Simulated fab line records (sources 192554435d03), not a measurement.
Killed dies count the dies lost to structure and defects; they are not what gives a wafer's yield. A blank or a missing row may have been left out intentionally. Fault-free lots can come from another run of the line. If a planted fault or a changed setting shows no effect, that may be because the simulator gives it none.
A sampling plan put to the test :: flow n5-finfet :: one line in one fab, 16 faults in these records, each fault weighed on the records of the lots it struck
The plan is the line's own looks: the steps of the route at which a gauge or an inspection reads the wafer and doesn't change it. A look is open to judgement when struck wafers have a number at it and the file gives its usual mean and standard deviation on fault-free wafers. Caught: at a look after the fault's first step, the mean of the struck wafers lies 4 or more of those standard deviations (sigma) from the usual mean. On the tool: the same test on the tool's own readings at the fault's steps. Another recipe on the struck wafers, or a record that is blank for them alone, also counts as caught.

THE FAULTS, as the simulator had put them in
1. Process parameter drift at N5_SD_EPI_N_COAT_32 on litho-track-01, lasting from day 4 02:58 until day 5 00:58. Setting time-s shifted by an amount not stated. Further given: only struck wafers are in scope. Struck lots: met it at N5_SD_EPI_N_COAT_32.
2. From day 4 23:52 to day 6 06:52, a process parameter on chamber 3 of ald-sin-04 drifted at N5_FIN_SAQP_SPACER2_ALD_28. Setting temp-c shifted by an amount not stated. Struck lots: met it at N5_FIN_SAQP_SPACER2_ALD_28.
3. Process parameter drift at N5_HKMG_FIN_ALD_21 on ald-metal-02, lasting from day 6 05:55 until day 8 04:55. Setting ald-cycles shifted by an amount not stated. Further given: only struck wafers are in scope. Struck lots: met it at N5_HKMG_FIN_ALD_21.
4. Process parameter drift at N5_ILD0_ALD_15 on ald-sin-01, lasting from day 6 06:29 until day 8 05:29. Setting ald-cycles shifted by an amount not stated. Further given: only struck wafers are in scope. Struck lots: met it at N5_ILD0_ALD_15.
5. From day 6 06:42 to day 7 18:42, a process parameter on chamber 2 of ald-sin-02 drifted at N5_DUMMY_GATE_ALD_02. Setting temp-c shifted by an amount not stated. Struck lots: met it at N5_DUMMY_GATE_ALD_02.
6. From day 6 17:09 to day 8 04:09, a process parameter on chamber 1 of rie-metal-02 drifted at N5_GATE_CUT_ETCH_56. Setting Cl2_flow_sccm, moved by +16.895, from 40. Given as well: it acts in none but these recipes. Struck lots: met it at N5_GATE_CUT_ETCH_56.
7. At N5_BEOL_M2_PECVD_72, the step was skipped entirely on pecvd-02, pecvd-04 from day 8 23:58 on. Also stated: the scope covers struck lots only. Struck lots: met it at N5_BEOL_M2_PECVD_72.
8. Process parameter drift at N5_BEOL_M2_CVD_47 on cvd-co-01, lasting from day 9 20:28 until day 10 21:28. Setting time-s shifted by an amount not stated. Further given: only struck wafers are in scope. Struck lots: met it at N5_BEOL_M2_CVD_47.
9. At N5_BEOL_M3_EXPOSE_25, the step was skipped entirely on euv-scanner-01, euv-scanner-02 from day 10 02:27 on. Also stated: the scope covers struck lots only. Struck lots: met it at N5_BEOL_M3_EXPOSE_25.
10. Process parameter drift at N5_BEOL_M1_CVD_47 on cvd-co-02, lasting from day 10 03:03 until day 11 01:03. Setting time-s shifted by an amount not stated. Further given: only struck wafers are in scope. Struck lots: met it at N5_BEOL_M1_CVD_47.
11. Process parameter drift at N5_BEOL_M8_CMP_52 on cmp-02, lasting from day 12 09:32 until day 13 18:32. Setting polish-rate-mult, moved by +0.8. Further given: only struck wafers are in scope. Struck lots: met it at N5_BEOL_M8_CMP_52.
12. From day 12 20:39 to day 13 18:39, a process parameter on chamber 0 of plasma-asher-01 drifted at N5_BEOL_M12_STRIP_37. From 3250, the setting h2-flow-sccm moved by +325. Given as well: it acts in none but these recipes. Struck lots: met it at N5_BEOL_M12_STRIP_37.
13. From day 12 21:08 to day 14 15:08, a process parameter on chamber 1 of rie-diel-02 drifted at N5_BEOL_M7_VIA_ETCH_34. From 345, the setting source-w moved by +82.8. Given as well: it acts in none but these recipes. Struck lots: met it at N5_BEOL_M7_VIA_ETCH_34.
14. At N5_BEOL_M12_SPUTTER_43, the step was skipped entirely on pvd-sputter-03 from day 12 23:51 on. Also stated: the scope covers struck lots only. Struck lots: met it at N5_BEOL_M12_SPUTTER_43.
15. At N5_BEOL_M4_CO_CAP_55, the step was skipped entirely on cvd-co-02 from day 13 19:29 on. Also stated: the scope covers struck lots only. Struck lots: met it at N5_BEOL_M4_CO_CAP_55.
16. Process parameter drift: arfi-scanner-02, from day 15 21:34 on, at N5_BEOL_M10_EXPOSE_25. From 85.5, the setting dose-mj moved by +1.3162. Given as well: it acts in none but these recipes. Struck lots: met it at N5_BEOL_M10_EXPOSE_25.

WHAT THE PLAN SAW
fault: 1
on the tool itself: run-length-s -24 sigma
first look that catches it: not the one look that can be judged after it
reading, sigma: -
median hours from its first step to that look: -
hours from the fault's start to the first struck lot there: -
judged looks passed uncaught: 1

fault: 2
on the tool itself: susceptor-temp-C -46 sigma
first look that catches it: none of the 2 looks that can be judged after it
reading, sigma: -
median hours from its first step to that look: -
hours from the fault's start to the first struck lot there: -
judged looks passed uncaught: 2

fault: 3
on the tool itself: under 2 sigma
first look that catches it: not the one look that can be judged after it
reading, sigma: -
median hours from its first step to that look: -
hours from the fault's start to the first struck lot there: -
judged looks passed uncaught: 1

fault: 4
on the tool itself: under 2 sigma
first look that catches it: none of the 3 looks that can be judged after it
reading, sigma: -
median hours from its first step to that look: -
hours from the fault's start to the first struck lot there: -
judged looks passed uncaught: 3

fault: 5
on the tool itself: susceptor-temp-C -50 sigma
first look that catches it: not the one look that can be judged after it
reading, sigma: -
median hours from its first step to that look: -
hours from the fault's start to the first struck lot there: -
judged looks passed uncaught: 1

fault: 6
on the tool itself: mfc-cl2-sccm +99 or beyond sigma
first look that catches it: not the one look that can be judged after it
reading, sigma: -
median hours from its first step to that look: -
hours from the fault's start to the first struck lot there: -
judged looks passed uncaught: 1

fault: 7
on the tool itself: the tool's record is blank for the struck wafers
first look that catches it: not the one look that can be judged after it
reading, sigma: -
median hours from its first step to that look: -
hours from the fault's start to the first struck lot there: -
judged looks passed uncaught: 1

fault: 8
on the tool itself: run-length-s +5.1 sigma
first look that catches it: not the one look that can be judged after it
reading, sigma: -
median hours from its first step to that look: -
hours from the fault's start to the first struck lot there: -
judged looks passed uncaught: 1

fault: 9
on the tool itself: no reading that can be judged
first look that catches it: no look after it can be judged
reading, sigma: -
median hours from its first step to that look: -
hours from the fault's start to the first struck lot there: -
judged looks passed uncaught: 0

fault: 10
on the tool itself: run-length-s +99 or beyond sigma
first look that catches it: not the one look that can be judged after it
reading, sigma: -
median hours from its first step to that look: -
hours from the fault's start to the first struck lot there: -
judged looks passed uncaught: 1

fault: 11
on the tool itself: barrier-field-endpoint-s -16 sigma
first look that catches it: no look after it can be judged
reading, sigma: -
median hours from its first step to that look: -
hours from the fault's start to the first struck lot there: -
judged looks passed uncaught: 0

fault: 12
on the tool itself: h2-flow-sccm +32 sigma
first look that catches it: no look after it can be judged
reading, sigma: -
median hours from its first step to that look: -
hours from the fault's start to the first struck lot there: -
judged looks passed uncaught: 0

fault: 13
on the tool itself: rf-fwd-power-W +52 sigma
first look that catches it: not the one look that can be judged after it
reading, sigma: -
median hours from its first step to that look: -
hours from the fault's start to the first struck lot there: -
judged looks passed uncaught: 1

fault: 14
on the tool itself: the tool's record is blank for the struck wafers
first look that catches it: no look after it can be judged
reading, sigma: -
median hours from its first step to that look: -
hours from the fault's start to the first struck lot there: -
judged looks passed uncaught: 0

fault: 15
on the tool itself: the tool's record is blank for the struck wafers
first look that catches it: none of the 2 looks that can be judged after it
reading, sigma: -
median hours from its first step to that look: -
hours from the fault's start to the first struck lot there: -
judged looks passed uncaught: 2

fault: 16
on the tool itself: only faintly: exposure-dose-mJ-cm2 +4.0 sigma
first look that catches it: not the one look that can be judged after it
reading, sigma: -
median hours from its first step to that look: -
hours from the fault's start to the first struck lot there: -
judged looks passed uncaught: 1
Dash: fault not caught, or number not given in these records.

Caught at a look: 0 of 16. Caught on the tool: 12 of 16. By one or the other: 12 of 16.
Caught on the tool alone: faults 1, 2, 5, 6, 7, 8, 10, 11, 12, 13, 14, 15.
Caught by neither: faults 3, 4, 9, 16.
